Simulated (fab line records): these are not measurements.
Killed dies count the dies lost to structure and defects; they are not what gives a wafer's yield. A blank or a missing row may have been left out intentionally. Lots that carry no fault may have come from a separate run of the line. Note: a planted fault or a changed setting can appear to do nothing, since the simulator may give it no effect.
Chamber matching -- flow n5_finfet -- N5_MIM_TOP_LITHO_DESCUM_10 on rie_diel-02 has 4 sister chambers
The step chemistry O2, time 7.9 s. 8 wafers are shown with their chamber, then 10 later ones without.

## WAFERS, EACH WITH ITS CHAMBER
wafer,chamber,drypump_motor_current_A (A),showerhead_plenum_p_Torr (Torr)
L079.1,2,6.4,2.18
L081.3,2,6.3,2.18
L081.5,0,4.9,2.08
L086.3,3,5.2,2.10
L086.4,1,5.0,2.20
L086.6,1,5.0,2.20
L087.2,0,4.8,2.07
L087.3,3,5.2,2.09

## WAFERS WITHOUT THEIR CHAMBER
wafer,drypump_motor_current_A (A),showerhead_plenum_p_Torr (Torr)
L087.4,5.0,2.20
L094.2,4.8,2.07
L094.3,5.0,2.20
L094.5,5.0,2.20
L093.2,6.3,2.16
L093.4,5.2,2.09
L093.6,6.3,2.16
L097.2,6.3,2.16
L097.5,4.9,2.06
L097.6,5.2,2.09

## EACH ONE'S CHAMBER
wafer,from the rows above,in truth
L087.4,1,1
L094.2,0,0
L094.3,1,1
L094.5,1,1
L093.2,2,2
L093.4,3,3
L093.6,2,2
L097.2,2,2
L097.5,0,0
L097.6,3,3
Correct placement for 10 of the 10. Not placeable from these rows: 0. Number placed wrongly: 0.
How it was worked out, from the rows above alone: a wafer's distance from a chamber is the root of the sum, over the readings, of the square of ((its reading less the chamber's mean) divided by the reading's scatter). The wafer belongs to the nearest chamber; if the next one is less than 2 further off, it can't be placed. Each chamber's mean is taken over the wafers shown for it. The scatter: the root of (the sum of the squares of (reading less its chamber's mean) over the shown wafers, divided by (wafers less chambers)).
